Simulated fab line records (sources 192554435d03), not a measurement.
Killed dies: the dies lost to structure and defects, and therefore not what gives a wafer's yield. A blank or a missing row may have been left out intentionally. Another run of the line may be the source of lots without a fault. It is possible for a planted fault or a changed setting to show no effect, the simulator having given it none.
Comparing a struck lot with a sound one || flow n5_finfet || 37 steps out of a route of 1938
Sound: the wafers L401.2, L401.4, L401.6. The struck wafers were L398.4, L398.5, L398.6. The cause comes at the end.
At each step with rows: each side's tool, then ch and its chambers, then its first start. Under that, the readings that differ: sound wafers || struck wafers || difference of the means || sigmas: that difference in standard deviations of wafers without a fault.
alike: words and numbers the same on both sides, and readings whose means are apart by under 2 such deviations; not compared: readings that were withheld, readings missing a value for some wafer, numbers with overlapping values and no deviation given by the record, and bounds like >300 which may hide the same value.
The two part at a step that has a row with sigmas, a row that says differs or no value, or rows on one side only. Non-overlapping numbers with no deviation appear without sigmas and do not part them. A reading missing from all wafers of one side parts the sides only when that side holds two or more wafers.

first, 9 steps without rows for these wafers: N5_BEOL_M4_ANNEAL_95 (time 240 s); N5_BEOL_M4_SPUTTER_96 (material Cu, target thk 4.5 nm, time 8.29 s); N5_BEOL_M4_ECD_50 (material Cu, target thk 300 nm); N5_BEOL_M4_ANNEAL_51 (time 90 s); N5_BEOL_M4_CMP_52 (polishes, stops on SiOC, t overpolish 6.8 s, target thk 40 nm); N5_BEOL_M4_PRE_CLEAN_60 (time 15 s); N5_BEOL_M4_CO_CAP_55 (material Co, precursor CCTBA/H2, target thk 2 nm, time 102.1 s); N5_BEOL_M4_PRE_CLEAN_56 (time 15 s); N5_BEOL_M4_DEP_57 (deposits SiCN from 3MS/NH3, target thk 8 nm, time 14 s).
N5_BEOL_M4_RC_MEAS_101:
  sound on prober-01 ch 0, day 15 11:52; struck on prober-01 ch 0, day 14 07:03
{"reading": "DIBL_P (mV/V)", "sound": "32.5 34.0 33.4", "struck": "40.1 35.4 39.5", "difference": "+5.0", "sigmas": "+2"}
{"reading": "IOFF_P (nA/um)", "sound": "0.18 0.20 0.18", "struck": "0.30 0.21 0.29", "difference": "+0.08", "sigmas": "+2"}
  alike: DIBL_N, IOFF_N, ION_N, ION_P, SS_N, SS_P, VT_N, VT_P
then, 24 steps without rows for these wafers: N5_BEOL_M5_ILD_DEP_00 (deposits SiCOH lowk from DEMS/porogen, target thk 140.64 nm, time 25.9 s); N5_BEOL_M5_CURE_79 (cures SiCOH lowk, time 240 s); N5_BEOL_M5_PECVD_70 (deposits SiO2 from TEOS/O2, target thk 16 nm, time 18 s); N5_BEOL_M5_HM_DEP_02 (deposits TiN, target thk 20 nm); N5_BEOL_M5_COAT_59 (time 60 s, resist thk 60 nm); N5_BEOL_M5_COAT_60 (time 60 s, resist thk 12 nm); N5_BEOL_M5_COAT_71 (time 60 s, resist thk 5 nm); N5_BEOL_M5_COAT_05 (resist thk 30 nm); N5_BEOL_M5_EBR_07; N5_BEOL_M5_SOFTBAKE_06 (time 60 s); N5_BEOL_M5_EXPOSE_08 (exposes mask M5, target cd 28 nm); N5_BEOL_M5_PEB_09 (peb time 60 s); N5_BEOL_M5_DEVELOP_10 (develop time 30 s); N5_BEOL_M5_DESCUM_16 (chemistry O2, time 7 s); N5_BEOL_M5_ETCH_72 (etches underlayer in N2/H2, target depth 6.5 nm, time 5.2 s); N5_BEOL_M5_ETCH_61 (etches SiARC in CF4, target depth 15.6 nm, time 26 s); N5_BEOL_M5_ETCH_62 (etches SOC in N2/H2, target depth 75 nm, overetch 15 nm, time 112.5 s); N5_BEOL_M5_STRIP_63 (strips in N2/H2); N5_BEOL_M5_STRIP_73 (strips in N2/H2); N5_BEOL_M5_STRIP_64 (strips in CF4); N5_BEOL_M5_HM_OPEN_17 (chemistry Cl2/BCl3, target TiN, target depth 20 nm, overetch 6 nm); N5_BEOL_M5_STRIP_19 (strips in O2); N5_BEOL_M5_COAT_65 (time 60 s, resist thk 60 nm); N5_BEOL_M5_COAT_66 (time 60 s, resist thk 12 nm).
-- a jump in the record: the struck wafers' starts before and after are 4 days apart (it breaks off in module BEOL_M5 and resumes in module MIM_BOT_ETCH, where the first step shown is number 1867 of the route) --
N5_MIM_BOT_ETCH_ETCH_03: etches the open film in Cl2/BCl3, target depth 12 nm.
  sound on rie_metal-01 ch 0,1, day 20 00:11; struck on rie_metal-03 ch 0,1, day 18 16:46
  no value came back on the struck wafers for any of 5 readings (bcl3_flow_sccm (sccm), bias_w (W) and others); on the sound wafers bcl3_flow_sccm (sccm) reads 80.34 79.85 79.89
  not compared: rf_hours_counter_h, model.coat_of_MIM_BOT_LITHO_COAT_02.thk_nm
N5_MIM_BOT_ETCH_ETCH_00: etches TiN in Cl2/BCl3, target depth 45.5 nm.
  sound on rie_metal-01 ch 0,1, day 20 00:16; struck on rie_metal-03 ch 0,1, day 18 16:52
{"reading": "bias_w (W)", "sound": "127.0 127.0 126.4", "struck": "125.4 126.0 126.4", "difference": -0.9, "sigmas": -2}
  alike: bcl3_flow_sccm, drypump_motor_current_A, oes_product_au, throttle_valve_pct
  not compared: rf_hours_counter_h, model.coat_of_MIM_BOT_LITHO_COAT_02.thk_nm
N5_PASSIVATION_PROBE_49:
  rows exist in the record for the struck wafers here (prober-02, day 19 02:17), but not for the sound ones

## WHERE THEY PART
First at N5_BEOL_M4_RC_MEAS_101; last, within this record, at N5_PASSIVATION_PROBE_49.

WHY: the cause the simulator had injected
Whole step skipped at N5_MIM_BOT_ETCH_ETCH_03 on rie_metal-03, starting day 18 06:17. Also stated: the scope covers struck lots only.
